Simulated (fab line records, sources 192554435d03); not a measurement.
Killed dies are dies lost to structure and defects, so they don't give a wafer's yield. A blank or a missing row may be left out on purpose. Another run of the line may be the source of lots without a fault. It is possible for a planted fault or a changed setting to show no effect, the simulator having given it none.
fab line records	flow n5_finfet
record lots=24	wafers=72	last_day=17
route steps=1938 shown HKMG_FIN@462 GATE_CUT@498 MOL_CONTACT_COAG@554
lots with no fault: from the same line, run without faults
start_h: the number of hours between the record's first day and the start of the first shown wafer of the lot	wait_h: hours since the lot's step before	" the same as in the row above	L1.1+2: one row covering several wafers at once	- no value, or no start given	* or withheld: withheld	< > ~ a bound
route shown NAME@n: NAME is a module with steps in the file, n the number in the route of the first one	usual: mean/standard deviation of fault-free wafers	same: alike in all rows	chamber/n: place in a boat	sites: the reading at each site	_std_site: standard deviation of those values	_edge_site: inner sites' mean taken away from outer sites' mean	radius_mm: how far each site lies from the wafer's centre	mask NAME#n: copy n	behind: tool/chamber where the wafer was last shaped	hold: why the lot went on hold/how many hours it stayed there/how the hold came to an end	device: names the non-switching transistor (n, p or np)	end of line: tests run on the same wafers once the route is complete	step lacking rows: just its recipe	killed: dies that structure and defects cost at the first sort, which is not the same as the wafer's yield	map: shows each die of a wafer: x if killed, . if not, _ if none is there
set.NAME: setting as actually run; set.NAME@STEP: the setting as run at that earlier step	model.NAME: the simulator's own value behind a step, which no gauge read
steps of the route over a sample of lots; a table a step, a row a wafer
services: a tool's chamber out of use, with start hour (start_h, from the record's first day; less than 0 if before it), hours out, and reason
## steps
# step N5_HKMG_FIN_CMP_94
# recipe stop_on=SiNx	post_cmp_clean=w_dilute_nh4oh	t_overpolish_s=4.7	down_force_psi=4	platen_rpm=50.289	pad_velocity_m_s=1.0006	target_thk_nm=43.299
# usual motor_current_A=12.4/1.2	slurry_flow_ml_min=150.0/0.5
lot.wafer	tool	chamber	start_h	wait_h	motor_current_A	slurry_flow_ml_min
L074.1	cmp-02	2	79.65	0.3	10.4	150.1
L074.6	"	1	"	"	14.8	150.3
L074.5	"	2	"	"	10.7	150.7
L075.4	cmp-03	3	85.26	0.4	12.7	150.8
L075.1	"	1	"	"	13.5	150.4
L075.2	"	2	"	"	10.5	150.4
L076.4	cmp-04	0	96.52	0.2	11.9	150.2
L076.6	"	1	"	"	13.3	149.2
L076.5	"	2	"	"	13.1	149.6
L077.2	cmp-03	3	96.67	0.3	12.4	149.8
L077.1	"	0	"	"	14.1	150.7
L077.6	"	3	"	"	13.2	149.7
L078.1	cmp-02	0	104.69	0.3	11.2	150.5
L078.4	"	1	"	"	13.8	149.6
L078.6	"	0	"	"	10.9	150.6
L079.4	cmp-03	1	110.13	0.2	13.0	149.0
L079.6	"	2	"	"	10.8	150.1
L079.5	"	3	"	"	12.6	150.0
L080.1	cmp-02	3	117.08	0.4	12.8	149.3
L080.3	"	1	"	"	14.6	149.7
L080.4	"	2	"	"	10.9	150.1
L081.4	cmp-03	2	122.16	0.4	10.8	150.5
L081.2	"	1	"	"	13.2	150.3
L081.6	"	3	"	"	11.5	150.1
L082.3	cmp-04	2	126.59	0.4	13.0	149.7
L082.2	"	1	"	"	13.3	149.5
L082.6	"	3	"	"	11.5	150.5
L083.2	cmp-03	2	132.79	0.4	11.1	150.2
L083.1	"	3	"	"	13.1	149.6
L083.6	"	3	"	"	12.3	149.3
L084.4	cmp-04	3	141.28	0.4	11.2	149.2
L084.2	"	0	"	"	12.1	150.4
L084.1	"	1	"	"	13.1	149.8
L085.1	cmp-02	0	146.35	0.4	10.5	150.6
L085.4	"	1	"	"	14.5	150.6
L085.2	"	2	"	"	10.7	150.3
L086.3	cmp-02	1	150.41	0.4	14.9	149.8
L086.4	"	3	"	"	12.7	150.3
L086.1	"	0	"	"	10.6	150.3
L087.3	cmp-02	1	157.08	0.4	14.5	149.4
L087.5	"	1	"	"	14.6	149.6
L087.6	"	2	"	"	10.8	149.2
L088.3	cmp-03	1	163.63	0.3	12.9	149.3
L088.1	"	2	"	"	11.5	149.8
L088.2	"	3	"	"	12.3	150.3
L089.1	cmp-03	1	173.21	0.4	12.9	150.3
L089.4	"	2	"	"	11.1	149.3
L089.6	"	2	"	"	11.6	149.4
L090.1	cmp-03	2	179.80	5.3	11.6	149.2
L090.2	"	3	"	"	12.9	149.3
L090.5	"	1	"	"	12.8	150.5
L091.4	cmp-04	1	184.11	0.4	13.1	150.1
L091.3	"	2	"	"	12.6	149.3
L091.6	"	2	"	"	13.5	149.3
L092.1	cmp-04	1	185.27	0.4	13.0	149.2
L092.3	"	3	"	"	10.9	150.8
L092.6	"	2	"	"	13.2	150.4
L093.4	cmp-03	2	192.09	0.4	11.0	150.5
L093.1	"	0	"	"	14.1	148.6
L093.6	"	2	"	"	11.2	150.7
L094.1	cmp-03	2	199.11	0.3	11.2	149.6
L094.2	"	3	"	"	13.2	150.2
L094.3	"	0	"	"	14.3	149.5
L095.2	cmp-02	2	208.67	0.4	10.4	150.5
L095.3	"	0	"	"	10.6	149.0
L095.6	"	2	"	"	10.4	150.1
L096.1	cmp-02	1	215.51	0.3	14.2	150.4
L096.3	"	3	"	"	13.1	149.7
L096.5	"	0	"	"	11.0	150.2
L097.3	cmp-03	2	219.39	0.4	11.1	150.5
L097.4	"	0	"	"	13.4	149.7
L097.6	"	2	"	"	11.7	150.0
# step N5_GATE_CUT_STRIP_42
# recipe chemistry=O2	power_w=400	temp_c=40	pressure_mtorr=30	rf_frequency_hz=6e+07	bias_power_w=0	overash_fraction=0.3	o2_flow_sccm=225
# usual drypump_motor_current_A=5.6/0.47	oes_product_au=0.77/0.073	rf_vpp_V=3.6/0.51	showerhead_plenum_p_Torr=2.10/0.068	throttle_valve_pct=16.71/0.23
# same overash_fraction=0.3
lot.wafer	tool	chamber	start_h	wait_h	drypump_motor_current_A	oes_product_au	rf_hours_counter_h	rf_vpp_V	showerhead_plenum_p_Torr	throttle_valve_pct
L074.1	rie_diel-05	3	83.96	0.0	5.4	0.77	142	3.8	2.20	16.64
L074.5	"	3	"	"	5.4	0.77	-	3.3	2.20	16.63
L074.6	"	2	"	"	6.0	0.71	-	3.0	2.07	16.94
L075.1	rie_diel-05	2	89.55	0.0	6.0	0.71	210	3.8	2.07	16.93
L075.2	"	3	"	"	5.4	0.77	144	3.1	2.20	16.64
L075.4	"	0	"	"	5.3	0.79	130	3.0	2.09	16.35
L076.4	rie_diel-05	3	100.99	0.0	5.4	0.76	147	3.6	2.19	16.62
L076.5	"	1	"	"	5.6	0.71	-	3.0	1.98	17.02
L076.6	"	0	"	"	5.3	0.79	-	3.2	2.09	16.37
L077.1	rie_diel-06	2	101.09	0.0	5.7	0.77	113	4.1	2.02	16.94
L077.2	"	1	"	"	5.4	0.91	37	3.4	2.14	16.63
L077.6	"	1	"	"	5.3	0.92	-	2.6	2.14	16.63
L078.1	rie_diel-05	0	109.17	0.0	5.3	0.79	137	3.2	2.09	16.37
L078.4	"	1	"	"	5.6	0.71	228	3.2	1.98	17.04
L078.6	"	1	"	"	5.6	0.70	-	3.7	1.98	17.02
L079.4	rie_diel-05	3	114.72	0.0	5.4	0.77	150	3.6	2.19	16.64
L079.5	"	3	"	"	5.4	0.77	-	3.7	2.19	16.64
L079.6	"	2	"	"	6.0	0.71	-	3.7	2.07	16.97
L080.1	rie_diel-05	3	121.49	0.0	5.4	0.76	153	4.9	2.19	16.65
L080.3	"	0	"	"	5.3	0.78	141	3.9	2.09	16.39
L080.4	"	1	"	"	5.6	0.70	231	4.1	1.98	17.02
L081.2	rie_diel-03	0	126.61	0.0	5.3	0.72	174	3.9	2.18	16.67
L081.4	"	2	"	"	4.8	0.70	240	3.8	2.07	16.54
L081.6	"	3	"	"	5.1	0.86	-	3.8	2.12	16.48
L082.2	rie_diel-06	0	131.21	0.0	5.5	0.78	134	4.3	2.02	16.86
L082.3	"	1	"	"	5.3	0.90	46	4.2	2.13	16.65
L082.6	"	2	"	"	5.7	0.75	-	4.0	2.02	16.98
L083.1	rie_diel-03	1	137.31	0.0	5.1	0.71	187	2.7	2.17	16.66
L083.2	"	0	"	"	5.3	0.72	176	4.0	2.17	16.67
L083.6	"	1	"	"	5.2	0.71	-	3.9	2.17	16.65
L084.1	rie_diel-03	3	145.46	0.0	5.1	0.85	80	2.8	2.12	16.51
L084.2	"	2	"	"	4.8	0.70	246	4.8	2.06	16.56
L084.4	"	0	"	"	5.4	0.73	179	4.1	2.17	16.67
L085.1	rie_diel-05	3	150.99	0.0	5.4	0.75	162	3.3	2.19	16.67
L085.2	"	2	"	"	6.0	0.69	228	2.9	2.07	16.98
L085.4	"	1	"	"	5.6	0.70	240	2.7	1.97	17.05
L086.1	rie_diel-06	2	154.95	0.0	5.7	0.75	130	4.0	2.02	17.00
L086.3	"	0	"	"	5.5	0.77	143	3.5	2.02	16.87
L086.4	"	3	"	"	6.8	0.91	28	2.9	2.13	16.37
L087.3	rie_diel-05	2	161.28	0.0	6.0	0.70	232	2.8	2.07	16.96
L087.5	"	2	"	"	6.0	0.69	-	3.2	2.07	16.99
L087.6	"	3	"	"	5.4	0.75	-	3.5	2.19	16.67
L088.1	rie_diel-03	3	168.00	0.0	5.1	0.84	89	3.6	2.11	16.50
L088.2	"	0	"	"	5.4	0.71	187	2.5	2.17	16.69
L088.3	"	1	"	"	5.2	0.71	198	4.4	2.16	16.69
L089.1	rie_diel-03	0	177.64	0.0	5.4	0.71	190	3.5	2.17	16.69
L089.4	"	1	"	"	5.2	0.71	-	3.3	2.16	16.68
L089.6	"	3	"	"	5.1	0.84	-	3.1	2.11	16.52
L090.1	rie_diel-06	0	185.94	0.0	5.5	0.76	152	4.1	2.01	16.89
L090.2	"	3	"	"	6.7	0.89	38	3.2	2.13	16.39
L090.5	"	2	"	"	5.7	0.75	-	2.7	2.01	17.01
L091.3	rie_diel-05	1	188.75	0.0	5.6	0.70	250	3.5	1.97	17.07
L091.4	"	0	"	"	5.3	0.77	159	3.1	2.08	16.42
L091.6	"	3	"	"	5.4	0.74	-	3.9	2.18	16.67
L092.1	rie_diel-06	2	191.78	0.0	5.7	0.74	141	2.9	2.01	17.00
L092.3	"	3	"	"	6.7	0.88	40	3.8	2.13	16.40
L092.6	"	0	"	"	5.5	0.76	-	3.5	2.01	16.88
L093.1	rie_diel-06	2	197.84	0.0	5.7	0.75	143	2.9	2.01	17.02
L093.4	"	3	"	"	6.8	0.88	42	2.9	2.13	16.40
L093.6	"	1	"	"	5.3	0.88	-	2.9	2.13	16.67
L094.1	rie_diel-06	0	203.47	0.0	5.5	0.77	158	3.1	2.01	16.90
L094.2	"	1	"	"	5.4	0.87	67	3.8	2.13	16.70
L094.3	"	2	"	"	5.7	0.75	146	3.7	2.01	17.03
L095.2	rie_diel-05	2	213.15	0.0	6.0	0.69	248	3.8	2.06	17.00
L095.3	"	0	"	"	5.3	0.76	168	3.4	2.08	16.44
L095.6	"	2	"	"	6.0	0.69	-	3.4	2.06	17.01
L096.1	rie_diel-06	3	219.88	0.0	6.7	0.87	50	3.9	2.13	16.41
L096.3	"	1	"	"	5.3	0.86	72	3.6	2.13	16.69
L096.5	"	3	"	"	6.8	0.86	-	4.5	2.13	16.42
L097.3	rie_diel-03	0	223.86	0.0	5.3	0.70	206	3.5	2.16	16.72
L097.4	"	1	"	"	5.2	0.69	-	3.6	2.15	16.71
L097.6	"	0	"	"	5.3	0.69	-	2.9	2.16	16.73
# step N5_GATE_CUT_VAPOR_ETCH_49
# recipe chemistry=BCl3/Cl2	target=TiAlC	mode=isotropic
# usual drypump_motor_current_A=6.0/0.45	oes_product_au=0.78/0.093
lot.wafer	tool	chamber	start_h	wait_h	drypump_motor_current_A	oes_product_au
L074.1	rie_metal-01	1	84.32	0.0	5.6	0.85
L074.5	"	1	"	"	5.6	0.84
L074.6	"	0	"	"	6.1	0.66
L075.1	rie_metal-01	1	89.90	0.0	5.6	0.84
L075.2	"	0	"	"	6.1	0.66
L075.4	"	0	"	"	6.0	0.67
L076.4	rie_metal-02	1	101.36	0.0	6.5	0.82
L076.5	"	0	"	"	6.6	0.83
L076.6	"	1	"	"	6.5	0.82
L077.1	rie_metal-03	0	101.45	0.0	6.2	0.79
L077.2	"	1	"	"	5.3	0.57
L077.6	"	1	"	"	5.3	0.58
L078.1	rie_metal-01	0	109.52	0.0	6.0	0.67
L078.4	"	1	"	"	5.6	0.84
L078.6	"	1	"	"	5.6	0.83
L079.4	rie_metal-02	0	115.09	0.0	6.6	0.84
L079.5	"	1	"	"	6.5	0.81
L079.6	"	0	"	"	6.6	0.83
L080.1	rie_metal-03	1	121.85	0.0	5.2	0.58
L080.3	"	0	"	"	6.2	0.79
L080.4	"	1	"	"	5.3	0.58
L081.2	rie_metal-02	1	127.18	0.1	6.5	0.82
L081.4	"	1	"	"	6.5	0.82
L081.6	"	1	"	"	6.5	0.82
L082.2	rie_metal-01	1	131.58	0.0	5.6	0.83
L082.3	"	1	"	"	5.6	0.82
L082.6	"	0	"	"	6.0	0.65
L083.1	rie_metal-03	0	137.88	0.1	6.2	0.77
L083.2	"	0	"	"	6.2	0.77
L083.6	"	0	"	"	6.2	0.78
L084.1	rie_metal-02	1	145.84	0.0	6.5	0.81
L084.2	"	0	"	"	6.6	0.83
L084.4	"	0	"	"	6.6	0.83
L085.1	rie_metal-03	0	151.35	0.0	6.2	0.78
L085.2	"	1	"	"	5.3	0.99
L085.4	"	1	"	"	5.3	0.99
L086.1	rie_metal-01	1	155.52	0.1	5.6	0.81
L086.3	"	1	"	"	5.6	0.82
L086.4	"	1	"	"	5.6	0.81
L087.3	rie_metal-03	1	161.65	0.0	5.3	0.96
L087.5	"	0	"	"	6.2	0.78
L087.6	"	1	"	"	5.3	0.96
L088.1	rie_metal-02	1	168.36	0.0	6.5	0.81
L088.2	"	0	"	"	6.6	0.81
L088.3	"	0	"	"	6.6	0.82
L089.1	rie_metal-03	0	178.00	0.0	6.2	0.78
L089.4	"	1	"	"	5.3	0.95
L089.6	"	1	"	"	5.3	0.95
L090.1	rie_metal-01	0	186.73	0.0	6.1	0.66
L090.2	"	1	"	"	5.6	0.81
L090.5	"	0	"	"	6.1	0.65
L091.3	rie_metal-03	0	189.11	0.0	6.2	0.76
L091.4	"	1	"	"	5.3	0.95
L091.6	"	1	"	"	5.3	0.94
L092.1	rie_metal-03	1	192.14	0.0	5.3	0.94
L092.3	"	0	"	"	6.2	0.77
L092.6	"	0	"	"	6.2	0.77
L093.1	rie_metal-01	1	198.20	0.0	5.6	0.81
L093.4	"	1	"	"	5.6	0.81
L093.6	"	1	"	"	5.6	0.81
L094.1	rie_metal-01	1	203.82	0.0	5.6	0.80
L094.2	"	0	"	"	6.1	0.66
L094.3	"	0	"	"	6.1	0.65
L095.2	rie_metal-02	1	213.51	0.0	6.5	0.80
L095.3	"	1	"	"	6.5	0.80
L095.6	"	0	"	"	6.6	0.80
L096.1	rie_metal-01	0	220.23	0.0	6.1	0.65
L096.3	"	1	"	"	5.6	0.80
L096.5	"	0	"	"	6.0	0.65
L097.3	rie_metal-01	1	224.23	0.0	5.6	0.80
L097.4	"	0	"	"	6.0	0.65
L097.6	"	0	"	"	6.0	0.64
# step N5_MOL_CONTACT_COAG_CMP_23
# recipe stop_on=SiO2	t_overpolish_s=1.5	post_cmp_clean=cu_alkaline	down_force_psi=2	platen_rpm=50.289	pad_velocity_m_s=1.0006	target_thk_nm=0
# usual motor_current_A=8.3/0.95	overpolish_run_s=1.500/0.0089	slurry_flow_ml_min=150.0/0.45	time_to_endpoint_s=10.1/1.8
lot.wafer	tool	chamber	start_h	wait_h	motor_current_A	overpolish_run_s	slurry_flow_ml_min	time_to_endpoint_s
L074.1	cmp-02	1	94.42	0.1	8.9	1.496	149.4	5.3
L074.5	"	0	"	"	7.0	1.517	150.4	8.8
L074.6	"	1	"	"	9.1	1.490	150.2	7.7
L075.4	cmp-02	2	97.61	0.0	7.2	1.497	150.6	8.6
L075.2	"	3	"	"	8.5	1.489	149.8	10.1
L075.1	"	0	"	"	7.1	1.497	149.5	9.6
L076.4	cmp-01	1	109.85	0.2	7.8	1.497	149.8	8.6
L076.5	"	0	"	"	9.0	1.501	150.9	8.3
L076.6	"	1	"	"	8.1	1.516	149.8	9.5
L077.1	cmp-04	2	110.13	0.1	8.7	1.507	150.2	8.1
L077.2	"	0	"	"	8.2	1.514	149.7	10.1
L077.6	"	1	"	"	8.7	1.499	150.1	8.7
L078.1	cmp-02	1	117.75	0.1	9.2	1.481	150.0	9.9
L078.4	"	2	"	"	7.0	1.501	150.2	10.3
L078.6	"	3	"	"	8.3	1.510	150.0	10.9
L079.4	cmp-02	2	126.10	0.1	7.1	1.510	149.7	9.4
L079.5	"	1	"	"	9.5	1.495	149.5	10.3
L079.6	"	2	"	"	7.1	1.511	149.9	8.9
L080.3	cmp-02	3	132.26	0.0	8.9	1.527	149.5	8.7
L080.1	"	0	"	"	7.4	1.506	149.6	8.3
L080.4	"	1	"	"	9.2	1.498	149.5	10.4
L081.4	cmp-01	1	136.84	0.0	7.9	1.508	150.6	8.0
L081.2	"	3	"	"	7.4	1.511	149.7	9.2
L081.6	"	1	"	"	7.9	1.492	150.3	8.4
L082.3	cmp-02	3	141.48	0.2	8.6	1.506	150.9	9.7
L082.2	"	0	"	"	7.2	1.498	150.8	10.0
L082.6	"	2	"	"	6.8	1.485	150.1	12.5
L083.1	cmp-04	0	147.71	0.1	7.5	1.505	150.6	10.5
L083.2	"	2	"	"	8.5	1.497	149.7	9.6
L083.6	"	3	"	"	7.4	1.496	150.6	9.1
L084.1	cmp-04	1	153.53	0.0	9.2	1.503	150.5	13.2
L084.2	"	2	"	"	9.2	1.498	150.4	12.8
L084.4	"	0	"	"	8.5	1.496	150.3	10.0
L085.4	cmp-01	1	161.30	0.2	7.4	1.508	150.4	11.0
L085.1	"	3	"	"	7.0	1.491	149.8	10.9
L085.2	"	0	"	"	9.3	1.500	150.3	11.6
L086.4	cmp-02	1	165.49	0.0	9.6	1.502	150.8	9.0
L086.3	"	2	"	"	7.2	1.516	149.8	10.4
L086.1	"	3	"	"	8.5	1.497	150.6	10.2
L087.3	cmp-04	0	174.41	0.1	7.8	1.503	149.9	13.9
L087.5	"	3	"	"	7.5	1.496	150.1	11.7
L087.6	"	0	"	"	7.8	1.497	149.8	13.4
L088.2	cmp-02	3	178.88	0.0	9.0	1.481	149.4	10.9
L088.1	"	0	"	"	7.4	1.502	149.5	8.4
L088.3	"	1	"	"	9.5	1.508	149.9	10.4
L089.4	cmp-04	3	186.84	0.0	7.2	1.494	150.1	9.5
L089.1	"	1	"	"	8.5	1.495	150.3	14.1
L089.6	"	0	"	"	8.2	1.485	150.1	11.5
L090.1	cmp-01	2	201.14	0.1	10.1	1.496	149.7	10.9
L090.2	"	3	"	"	8.2	1.500	149.5	9.8
L090.5	"	2	"	"	10.0	1.501	150.8	10.7
L091.4	cmp-04	1	204.25	0.0	8.5	1.515	150.2	11.2
L091.3	"	0	"	"	7.9	1.495	149.5	11.6
L091.6	"	2	"	"	8.6	1.510	150.4	10.9
L092.3	cmp-02	0	204.55	0.0	7.1	1.495	149.5	12.1
L092.1	"	3	"	"	8.5	1.501	149.3	11.6
L092.6	"	1	"	"	9.6	1.497	150.1	12.2
L093.1	cmp-01	1	207.91	0.1	8.1	1.509	150.0	8.0
L093.4	"	2	"	"	9.8	1.490	149.4	9.5
L093.6	"	1	"	"	7.8	1.497	149.9	8.4
L094.2	cmp-04	0	213.15	0.1	8.0	1.500	149.6	9.0
L094.3	"	1	"	"	8.9	1.485	149.9	9.8
L094.1	"	2	"	"	8.5	1.489	149.8	9.6
L095.3	cmp-01	2	221.88	0.0	9.8	1.500	150.4	10.6
L095.2	"	3	"	"	7.7	1.495	149.9	9.3
L095.6	"	3	"	"	7.8	1.503	149.2	8.3
L096.3	cmp-02	2	229.45	0.1	7.5	1.492	150.0	8.8
L096.1	"	0	"	"	6.9	1.506	149.7	10.0
L096.5	"	1	"	"	9.4	1.497	150.1	9.7
L097.4	cmp-02	2	232.25	0.3	6.6	1.495	150.2	11.8
L097.3	"	0	"	"	6.8	1.507	149.5	13.7
L097.6	"	3	"	"	8.6	1.492	149.2	13.0
# step N5_MOL_CONTACT_COAG_ALD_27
# recipe material=SiOC	target_thk_a=170	temp_c=400	ald_precursor_family=carbosiloxane	ald_co_reactant=H2-plasma	pulse_time_s=1.5	time_s=2720	purge_time_s=2	co_reactant_purge_time_s=2	ald_cycles=340	pressure_torr=2
# usual heater_power_w=841/82	precursor_pulse_height_rel=0.999/0.018
lot.wafer	tool	chamber	start_h	wait_h	heater_power_w	precursor_pulse_height_rel
L074.1	ald_sin-01	0	95.20	0.0	862	0.996
L074.5	"	0	"	"	858	1.032
L074.6	"	1	"	"	771	0.986
L075.1	ald_sin-04	3	100.19	1.8	705	0.979
L075.2	"	1	"	"	800	1.039
L075.4	"	0	"	"	1002	0.994
L076.4	ald_sin-03	2	112.04	1.4	792	1.011
L076.5	"	3	"	"	834	1.030
L076.6	"	0	"	"	873	0.996
L077.1	ald_sin-01	0	112.63	1.6	855	0.994
L077.2	"	1	"	"	761	0.995
L077.6	"	3	"	"	853	0.996
L078.1	ald_sin-01	0	118.50	0.0	860	1.006
L078.4	"	3	"	"	861	0.969
L078.6	"	1	"	"	785	0.990
L079.4	ald_sin-01	0	126.93	0.0	868	1.015
L079.5	"	3	"	"	879	0.982
L079.6	"	2	"	"	957	1.002
L080.1	ald_sin-03	2	133.12	0.0	786	0.996
L080.3	"	1	"	"	757	0.995
L080.4	"	0	"	"	888	0.983
L081.2	ald_sin-01	1	137.69	0.1	754	0.997
L081.4	"	0	"	"	852	0.974
L081.6	"	0	"	"	880	0.988
L082.2	ald_sin-04	0	142.26	0.0	993	0.997
L082.3	"	3	"	"	690	1.013
L082.6	"	3	"	"	693	0.952
L083.1	ald_sin-04	1	148.50	0.0	795	1.008
L083.2	"	2	"	"	847	0.997
L083.6	"	2	"	"	873	1.006
L084.1	ald_sin-01	0	154.35	0.0	878	0.998
L084.2	"	2	"	"	951	1.013
L084.4	"	3	"	"	851	0.968
L085.1	ald_sin-03	3	162.34	0.2	798	1.014
L085.2	"	0	"	"	887	0.995
L085.4	"	1	"	"	748	1.001
L086.1	ald_sin-03	3	166.31	0.0	824	1.001
L086.3	"	2	"	"	795	0.988
L086.4	"	0	"	"	871	0.989
L087.3	ald_sin-01	0	175.28	0.1	866	0.974
L087.5	"	1	"	"	746	1.016
L087.6	"	0	"	"	859	0.989
L088.1	ald_sin-01	1	179.70	0.0	777	0.973
L088.2	"	3	"	"	847	0.973
L088.3	"	2	"	"	945	1.002
L089.1	ald_sin-04	3	192.21	4.4	715	0.967
L089.4	"	0	"	"	982	1.010
L089.6	"	2	"	"	863	0.996
L090.1	ald_sin-01	0	201.93	0.0	889	1.020
L090.2	"	2	"	"	950	1.010
L090.5	"	1	"	"	785	0.973
L091.3	ald_sin-03	3	205.07	0.0	835	1.011
L091.4	"	0	"	"	887	1.019
L091.6	"	0	"	"	893	1.016
L092.1	ald_sin-01	2	205.37	0.0	960	1.015
L092.3	"	1	"	"	770	1.003
L092.6	"	3	"	"	843	0.993
L093.1	ald_sin-04	1	208.74	0.0	803	0.999
L093.4	"	3	"	"	694	1.014
L093.6	"	2	"	"	863	0.977
L094.1	ald_sin-04	0	213.94	0.0	978	0.988
L094.2	"	1	"	"	829	0.991
L094.3	"	3	"	"	688	0.999
L095.2	ald_sin-03	0	222.70	0.0	873	1.003
L095.3	"	2	"	"	786	0.992
L095.6	"	1	"	"	746	0.983
L096.1	ald_sin-04	1	230.23	0.0	792	0.989
L096.3	"	0	"	"	959	0.974
L096.5	"	0	"	"	974	1.003
L097.3	ald_sin-04	3	233.07	0.0	686	1.010
L097.4	"	1	"	"	825	0.966
L097.6	"	0	"	"	977	1.008
# step N5_MOL_CONTACT_COAG_ALD_123
# recipe material=SiNx	target_thk_a=50	temp_c=400	ald_precursor_family=SiH2I2	ald_co_reactant=N2/H2-plasma	pulse_time_s=1	purge_time_s=2	co_reactant_purge_time_s=2	ald_cycles=100	pressure_torr=2
# usual heater_power_w=839/78	precursor_pulse_height_rel=1.002/0.018
lot.wafer	tool	chamber	start_h	wait_h	heater_power_w	precursor_pulse_height_rel
L074.1	ald_sin-04	1	97.12	0.0	811	0.995
L074.5	"	0	"	"	968	0.993
L074.6	"	1	"	"	799	0.986
L075.1	ald_sin-01	1	102.40	0.3	746	1.014
L075.2	"	2	"	"	968	0.999
L075.4	"	3	"	"	849	0.998
L076.4	ald_sin-03	0	113.17	0.0	861	0.984
L076.5	"	0	"	"	871	0.999
L076.6	"	3	"	"	826	1.000
L077.1	ald_sin-03	0	114.53	0.0	845	0.980
L077.2	"	2	"	"	797	0.988
L077.6	"	1	"	"	737	0.962
L078.1	ald_sin-03	0	120.40	0.0	863	0.999
L078.4	"	3	"	"	830	0.994
L078.6	"	1	"	"	739	1.008
L079.4	ald_sin-01	0	128.83	0.0	881	1.028
L079.5	"	3	"	"	826	1.033
L079.6	"	2	"	"	940	1.002
L080.1	ald_sin-03	3	135.12	0.1	838	1.033
L080.3	"	1	"	"	760	1.004
L080.4	"	2	"	"	793	1.007
L081.2	ald_sin-03	1	139.59	0.0	745	0.993
L081.4	"	0	"	"	877	0.970
L081.6	"	0	"	"	857	0.992
L082.2	ald_sin-01	0	144.16	0.0	885	0.974
L082.3	"	1	"	"	784	1.026
L082.6	"	0	"	"	861	1.014
L083.1	ald_sin-01	3	150.62	0.0	862	0.969
L083.2	"	0	"	"	868	1.011
L083.6	"	2	"	"	972	0.999
L084.1	ald_sin-03	1	156.25	0.0	738	1.029
L084.2	"	3	"	"	826	1.000
L084.4	"	0	"	"	885	1.000
L085.1	ald_sin-04	3	164.34	0.0	705	1.002
L085.2	"	1	"	"	787	0.991
L085.4	"	0	"	"	984	0.997
L086.1	ald_sin-03	3	168.29	0.0	840	1.031
L086.3	"	1	"	"	747	0.976
L086.4	"	2	"	"	818	1.011
L087.3	ald_sin-04	1	177.18	0.0	829	1.003
L087.5	"	0	"	"	1017	1.009
L087.6	"	3	"	"	692	0.961
L088.1	ald_sin-04	1	182.03	0.5	796	1.008
L088.2	"	0	"	"	1016	0.981
L088.3	"	2	"	"	879	0.994
L089.1	ald_sin-01	2	194.22	0.2	970	0.984
L089.4	"	0	"	"	883	0.962
L089.6	"	0	"	"	868	0.999
L090.1	ald_sin-01	0	204.16	0.4	888	0.985
L090.2	"	1	"	"	755	1.010
L090.5	"	3	"	"	851	1.033
L091.3	ald_sin-01	3	206.97	0.0	862	0.999
L091.4	"	0	"	"	854	1.015
L091.6	"	3	"	"	845	0.980
L092.1	ald_sin-03	3	207.27	0.0	819	1.032
L092.3	"	0	"	"	863	1.005
L092.6	"	2	"	"	767	1.013
L093.1	ald_sin-03	2	210.65	0.0	765	1.002
L093.4	"	1	"	"	758	0.993
L093.6	"	0	"	"	884	0.986
L094.1	ald_sin-03	3	215.92	0.0	849	0.982
L094.2	"	1	"	"	755	0.986
L094.3	"	2	"	"	773	0.979
L095.2	ald_sin-04	1	224.61	0.0	811	1.002
L095.3	"	2	"	"	857	0.970
L095.6	"	0	"	"	989	0.988
L096.1	ald_sin-04	2	232.48	0.0	870	0.972
L096.3	"	0	"	"	1001	1.023
L096.5	"	1	"	"	794	1.013
L097.3	ald_sin-01	0	234.97	0.0	893	1.035
L097.4	"	3	"	"	885	1.032
L097.6	"	1	"	"	784	0.984
## services
tool	chamber	start_h	hours	kind
rie_metal-01	-	57.75	0.4	repair
rie_diel-05	2	65.70	3.1	repair
cmp-04	-	77.94	1.9	repair
rie_metal-02	1	89.67	8.2	repair
rie_diel-03	-	95.11	2.8	pm
cmp-02	-	105.47	11.0	pm
cmp-01	-	122.32	0.2	repair
rie_metal-02	0	123.42	13.7	repair
rie_metal-02	-	128.87	2.8	pm
rie_metal-02	-	132.12	2.2	repair
rie_metal-01	0	139.66	5.8	repair
cmp-03	-	139.74	4.0	pm
rie_metal-01	0	145.57	27.8	repair
cmp-04	-	147.90	5.3	pm
rie_metal-01	-	151.98	1.0	repair
cmp-04	-	154.33	19.0	pm
rie_diel-06	3	158.92	1.5	repair
cmp-01	-	171.22	0.3	repair
ald_sin-03	3	172.68	20.5	repair
ald_sin-03	-	178.11	14.0	pm
cmp-02	-	184.44	0.7	repair
cmp-04	-	191.17	5.9	repair
cmp-04	-	214.02	4.0	pm
ald_sin-04	-	223.62	0.7	repair
## key
fault none
